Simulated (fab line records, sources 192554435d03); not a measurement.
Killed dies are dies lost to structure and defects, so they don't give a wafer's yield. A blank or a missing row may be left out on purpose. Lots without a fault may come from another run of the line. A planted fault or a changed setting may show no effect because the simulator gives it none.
Chamber matching | flow n5_finfet | N5_BEOL_M0_SAQP_MANDREL1_REMOVE_100 on rie_si-05: 4 sister chambers
The step chemistry HBr/Cl2/O2, target a-Si, stops on SiNx, bt time 10 s. 20 wafers are shown with their chamber, then 10 later ones without.

WAFERS WITH THEIR CHAMBER
wafer  | chamber | oes_o_777_au (a.u.) | he_backside_leak_sccm (sccm) | oes_product_au (a.u.)
L077.1 | 2       | 1.08                | 2.56                         | 0.991
L077.3 | 0       | 0.97                | 3.11                         | 0.999
L077.6 | 3       | 0.93                | 3.04                         | 0.995
L080.3 | 2       | 1.08                | 2.45                         | 1.004
L080.4 | 3       | 0.93                | 2.99                         | 0.991
L080.5 | 2       | 1.08                | 2.65                         | 1.005
L081.2 | 2       | 1.08                | 2.58                         | 1.004
L081.3 | 1       | 0.97                | 2.48                         | 1.021
L081.5 | 0       | 0.98                | 3.01                         | 0.995
L083.3 | 2       | 1.09                | 2.67                         | 1.005
L083.4 | 1       | 0.97                | 2.71                         | 1.009
L083.5 | 2       | 1.08                | 2.66                         | 1.007
L088.1 | 3       | 0.93                | 2.84                         | 1.000
L088.3 | 1       | 0.98                | 2.82                         | 1.001
L088.5 | 0       | 0.97                | 2.86                         | 1.003
L089.2 | 1       | 0.99                | 2.62                         | 1.010
L089.3 | 0       | 0.98                | 2.59                         | 1.000
L089.6 | 0       | 0.96                | 2.67                         | 0.992
L091.2 | 3       | 0.93                | 2.96                         | 1.001
L091.3 | 2       | 1.09                | 2.64                         | 1.011

SIGNATURES (means of the wafers above)
reading               | chamber 0 | chamber 1 | chamber 2 | chamber 3 | scatter within a chamber
oes_o_777_au          | 0.9720    | 0.9775    | 1.0829    | 0.9300    | 0.0066
he_backside_leak_sccm | 2.8480    | 2.6575    | 2.6014    | 2.9575    | 0.14
oes_product_au        | 0.99780   | 1.01025   | 1.00386   | 0.99675   | 0.00597
Rule: a wafer's distance from a chamber is the root of the sum, over the readings, of the square of ((its reading less the chamber's mean) divided by the reading's scatter). The wafer belongs to the nearest chamber; if the next one is less than 2 further off, it can't be placed. The scatter: the root of (the sum of the squares of (reading less its chamber's mean) over the shown wafers, divided by (wafers less chambers)).

WAFERS WITHOUT THEIR CHAMBER
wafer  | oes_o_777_au (a.u.) | he_backside_leak_sccm (sccm) | oes_product_au (a.u.)
L091.4 | 0.99                | 2.45                         | 1.014
L092.2 | 0.92                | 3.12                         | 0.997
L092.4 | 0.98                | 2.98                         | 1.006
L092.6 | 0.98                | 3.09                         | 1.005
L093.1 | 0.93                | 3.16                         | 1.002
L093.5 | 0.98                | 2.75                         | 1.004
L093.6 | 1.07                | 2.55                         | 1.005
L094.2 | 0.98                | 3.06                         | 1.011
L094.3 | 0.93                | 3.00                         | 0.993
L094.5 | 1.08                | 2.54                         | 1.008

WHICH CHAMBER EACH WENT THROUGH
wafer  | from the rows above     | in truth
L091.4 | 1                       | 1
L092.2 | 3                       | 3
L092.4 | can't be placed: 0 or 1 | 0
L092.6 | can't be placed: 0 or 1 | 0
L093.1 | 3                       | 3
L093.5 | can't be placed: 1 or 0 | 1
L093.6 | 2                       | 2
L094.2 | can't be placed: 1 or 0 | 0
L094.3 | 3                       | 3
L094.5 | 2                       | 2
Placed correctly: 6 of 10. Can't be placed from these rows: 4 (the true chamber is among the candidates in 4). Placed wrongly: 0.
